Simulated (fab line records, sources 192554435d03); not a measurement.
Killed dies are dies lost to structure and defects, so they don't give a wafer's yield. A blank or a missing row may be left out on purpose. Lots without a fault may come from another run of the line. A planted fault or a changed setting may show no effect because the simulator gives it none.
Chamber matching | flow n5_finfet | N5_DUMMY_GATE_ETCH_29 on rie_diel-05: 4 sister chambers
The step etches underlayer in N2/H2, target depth 13 nm. 4 wafers are shown with their chamber, then 11 later ones without.

WAFERS WITH THEIR CHAMBER
wafer  | chamber | drypump_motor_current_A (A)
L083.5 | 1       | 5.89
L085.2 | 3       | 6.02
L085.5 | 0       | 6.07
L086.2 | 2       | 5.47

WAFERS WITHOUT THEIR CHAMBER
wafer  | drypump_motor_current_A (A)
L086.3 | 6.09
L086.6 | 5.88
L090.2 | 5.87
L090.3 | 6.09
L090.5 | 6.04
L092.1 | 5.49
L092.2 | 5.89
L092.3 | 6.03
L097.2 | 5.90
L097.4 | 6.01
L097.5 | 5.49

WHICH CHAMBER EACH WENT THROUGH
wafer  | from the rows above     | in truth
L086.3 | 0                       | 0
L086.6 | 1                       | 1
L090.2 | 1                       | 1
L090.3 | 0                       | 0
L090.5 | can't be placed: 3 or 0 | 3
L092.1 | 2                       | 2
L092.2 | 1                       | 1
L092.3 | can't be placed: 3 or 0 | 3
L097.2 | 1                       | 1
L097.4 | 3                       | 3
L097.5 | 2                       | 2
Placed correctly: 9 of 11. Can't be placed from these rows: 2 (the true chamber is among the candidates in 2). Placed wrongly: 0.
How it was worked out, from the rows above alone: a wafer's distance from a chamber is the root of the sum, over the readings, of the square of ((its reading less the chamber's mean) divided by the reading's scatter). The wafer belongs to the nearest chamber; if the next one is less than 2 further off, it can't be placed. A chamber's mean is the mean of its shown wafers. The scatter: with one shown wafer a chamber, the root of the mean of the squares of how far each hidden wafer lies from its nearest shown one.
